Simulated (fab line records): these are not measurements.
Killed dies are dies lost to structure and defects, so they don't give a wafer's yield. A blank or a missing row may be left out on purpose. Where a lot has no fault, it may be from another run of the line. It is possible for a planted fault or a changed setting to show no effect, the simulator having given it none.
A struck lot beside a sound one | flow nand-harc | 15 out of 1159 route steps
Sound: the wafers L231.1, L231.2, L231.3. The struck wafers were L241.3, L241.5, L241.6. The cause is named last.
Per side, at each step with rows, come the tool, then ch with its chambers, and then its first start. Under that, the readings that differ: sound wafers | struck wafers | difference of the means | sigmas: that difference in standard deviations of wafers without a fault.
alike: a reading whose means differ by less than 2 such deviations, as well as words and numbers matching on both sides. not compared: withheld readings; readings where some wafer has no value; bounds like >300 that might hide an equal value; numbers whose values overlap and for which the record gives no deviation.
The two part at a step that has a row with sigmas, a row that says differs or no value, or rows on one side only. Non-overlapping numbers with no deviation appear without sigmas and do not part them. A reading that every wafer of one side lacks parts them only if that side has two wafers or more.

NHARC_P_GATE_DESCUM_93: chemistry O2, time 3 s.
  sound on rie-diel-02 ch 0,2,3, day 5 10:12; struck on rie-diel-02 ch 0,1,2, day 7 20:03
  alike: drypump-motor-current-A, oes-product-au, rf-vpp-V, showerhead-plenum-p-Torr, throttle-valve-pct
  not compared: rf-hours-counter-h
following that, these wafers have no rows for 1 step: NHARC_P_GATE_IMPLANT_94.
NHARC_P_GATE_STRIP_113: strips in N2/H2, time 740 s.
  sound on plasma-asher-02 ch 0,1, day 5 10:34; struck on plasma-asher-01 ch 0,1, day 7 20:37
  alike: drypump-motor-current-A, heater-power-w, run-length-s
  not compared: rf-hours-counter-h
NHARC_P_GATE_STRIP_95: strips in O2.
  sound on plasma-asher-02 ch 0,1, day 5 11:17; struck on plasma-asher-01 ch 0,1, day 7 21:08
  alike: drypump-motor-current-A, heater-power-w
  not compared: rf-hours-counter-h
then, 1 step without rows for these wafers: NHARC_P_GATE_STRIP_96 (strips in SPM, time 900 s).
NHARC_P_GATE_RTA_64: time 1 s.
  sound on rtp-anneal-01 ch 0, day 5 11:50; struck on rtp-anneal-02 ch 0, day 7 21:44
  reading            | sound                | struck               | difference | sigmas
  lamp-power-pct (%) | 32 32 32             | 40 40 40             | +8         | +2
  wafer_temp_C_max   | 1052.5 1052.6 1051.7 | 1060.9 1060.6 1057.9 | +7.5       | +3
then, 6 steps without rows for these wafers: NHARC_P_GATE_ETCH_77 (etches SiO2 in dHF, target depth 6 nm); NHARC_P_GATE_DEGAS_109 (time 60 s); NHARC_P_GATE_PRE_CLEAN_110 (time 30 s); NHARC_P_GATE_SPUTTER_78 (material Ni, target thk 10 nm); NHARC_P_GATE_SPUTTER_79 (material TiN, target thk 10 nm); NHARC_P_GATE_RTA_80 (time 30 s).
NHARC_P_GATE_STRIP_67: strips in SPM, time 600 s.
  sound on wet-bench-09 ch 2,3,6, day 5 12:41; struck on wet-bench-09 ch 0,2,7, day 7 22:29
  reading          | sound             | struck            | difference | sigmas
  run-length-s (s) | 602.8 604.6 602.5 | 203.6 200.8 203.8 | -400.6     | -99 or more
  alike: bath-guard-temp-C
NHARC_P_GATE_RTA_82: time 30 s.
  sound on rtp-anneal-02 ch 0, day 5 12:57; struck on rtp-anneal-02 ch 0, day 7 22:48
  alike: lamp-power-pct, wafer_temp_C_max
-- the record jumps here: 14 days lie between the struck wafers' starts before and after (it left off in module P_GATE and takes up again in module END, whose first step shown is number 1159 of the route) --
NHARC_END_SORT_01:
  sound on prober-01 ch 0, day 20 01:09; struck on prober-02 ch 0, day 22 05:13
  alike: killed-at-array, killed-at-other, killed-at-periphery, killed-dies, killed-open, killed-short

WHERE THEY PART
Earliest at NHARC_P_GATE_RTA_64; latest, in this record, at NHARC_P_GATE_STRIP_67. Later steps at which nothing parts them and some readings are alike: NHARC_P_GATE_RTA_82, NHARC_END_SORT_01.

WHY: the cause the simulator had injected
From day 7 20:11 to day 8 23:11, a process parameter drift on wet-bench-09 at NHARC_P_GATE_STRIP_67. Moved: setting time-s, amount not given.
